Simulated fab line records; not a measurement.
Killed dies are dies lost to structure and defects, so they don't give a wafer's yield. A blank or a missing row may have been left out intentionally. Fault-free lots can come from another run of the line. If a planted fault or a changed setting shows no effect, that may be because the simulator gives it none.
Matching of chambers ; flow n5-finfet ; 4 sister chambers for N5_BEOL_M4_CMP_52 on cmp-02
The step polishes, stops on SiOC, t overpolish 6.8 s, target thk 40 nm. 4 wafers are shown with their chamber, then 11 later ones without.

WAFERS WITH THEIR CHAMBER
wafer;chamber;motor-current-A (A)
L087.1;0;6.2
L089.4;1;5.3
L089.5;3;5.6
L088.1;2;4.5

WAFERS WITHOUT THEIR CHAMBER
wafer;motor-current-A (A)
L088.3;5.5
L088.4;5.2
L090.1;5.7
L090.2;4.5
L090.3;5.5
L094.2;6.3
L094.3;4.5
L094.6;4.6
L096.3;5.4
L096.4;6.0
L096.6;4.8

WHICH CHAMBER EACH WENT THROUGH
wafer;from the rows above;in truth
L088.3;can't be placed: 3 or 1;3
L088.4;1;1
L090.1;3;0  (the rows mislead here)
L090.2;2;2
L090.3;can't be placed: 3 or 1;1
L094.2;0;0
L094.3;2;2
L094.6;2;2
L096.3;can't be placed: 1 or 3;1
L096.4;can't be placed: 0 or 3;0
L096.6;can't be placed: 2 or 1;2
5 of 11 placed correctly. Not placeable from these rows: 5 (in 5, the candidates include the true chamber). Placed wrongly: 1.
How it was worked out, from the rows above alone: a wafer's distance from a chamber is the root of the sum, over the readings, of the square of ((its reading less the chamber's mean) divided by the reading's scatter). The wafer belongs to the nearest chamber; if the next one is less than 2 further off, it can't be placed. For every chamber, the mean is computed from those of its wafers that are shown. The scatter (one wafer shown for each chamber): square how far every hidden wafer sits from the nearest shown wafer, average those squares and take the square root.
